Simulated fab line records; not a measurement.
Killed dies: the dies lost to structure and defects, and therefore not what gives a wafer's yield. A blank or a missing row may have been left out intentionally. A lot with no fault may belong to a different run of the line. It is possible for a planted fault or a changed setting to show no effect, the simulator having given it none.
Comparing a struck lot with a sound one :: flow nand_harc :: 14 out of 1302 route steps
Sound: the wafers L610.1, L610.2, L610.4. Struck: wafers L617.1, L617.5, L617.6. Last of all comes the cause.
For every step that has rows: the tool of each side, followed by ch and its chambers, followed by its first start. Under that, the readings that differ: sound wafers :: struck wafers :: difference of the means :: sigmas: that difference in standard deviations of wafers without a fault.
alike: readings with means less than 2 such deviations apart, plus words and numbers identical on both sides. not compared: withheld readings, readings lacking a value on some wafer, bounds such as >300 that could conceal the same value, and numbers that have no deviation in the record and whose values overlap.
Wherever a step has rows on one side only, a row that says differs or no value, or a row with sigmas, the two part there. Non-overlapping numbers with no deviation appear without sigmas and do not part them. A reading missing from all wafers of one side parts the sides only when that side holds two or more wafers.

NHARC_P_M0_CMP_23: polishes, t overpolish 20 s, target thk 117.54 nm.
  sound on cmp-01 ch 0,1,2, day 9 12:52; struck on cmp-01 ch 1,2,3, day 12 10:51
  alike: motor_current_A, slurry_filter_dp_kPa, time_to_endpoint_s
  not compared: pad_life_wafers
NHARC_P_M0_THK_MEAS_24: measures by xrf.
  sound on film_metro-01 at day 9 13:11; struck on film_metro-02 at day 12 11:07
  alike: thk_nm
then, 1 step without rows for these wafers: NHARC_P_M0_SRD_25.
NHARC_P_M0_INSPECT_27:
  sound on defect_inspect-01 at day 9 13:20; struck on defect_inspect-02 at day 12 11:16
  alike: raw_defect_count
NHARC_P_M0_PRE_CLEAN_31: time 12 s.
  sound on pecvd-04 ch 0,1, day 9 13:28; struck on pecvd-02 ch 0,1, day 12 11:22
  alike: heater_power_outer_w, heater_power_w, rf_fwd_power_W
NHARC_P_M0_DEP_32: deposits SiCN, target thk 30 nm.
  sound on pecvd-04 ch 0,1, day 9 13:34; struck on pecvd-02 ch 0,1, day 12 11:30
  alike: heater_power_outer_w, heater_power_w, rf_fwd_power_W
then, 5 steps without rows for these wafers: NHARC_P_M1_DEP_00 (deposits SiOC, target thk 182.5 nm); NHARC_P_M1_DEHYDRATE_01 (time 120 s); NHARC_P_M1_HMDS_02 (time 30 s); NHARC_P_M1_COAT_34 (time 65 s); NHARC_P_M1_COAT_03 (resist thk 90 nm).
NHARC_P_M1_SOFTBAKE_04: time 55 s.
  sound on litho_track-01 ch 0, day 9 14:00; struck on litho_track-06 ch 0, day 12 12:00
reading: heater_power_total_W (W)
sound: 188.47 188.65 188.58
struck: 180.98 181.00 180.94
difference: -7.59
sigmas: -58
  alike: resist_line_temp_C
then, 1 step without rows for these wafers: NHARC_P_M1_EBR_05.
NHARC_END_SORT_01:
  the record has rows for the sound wafers here (prober-02 ch 0, day 27 15:46) and none for the struck ones

WHERE THEY PART
First at NHARC_P_M1_SOFTBAKE_04; last, within this record, at NHARC_END_SORT_01.

WHY: the cause the simulator had injected
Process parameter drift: litho_track-06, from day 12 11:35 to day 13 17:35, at NHARC_P_M1_SOFTBAKE_04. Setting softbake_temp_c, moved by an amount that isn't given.
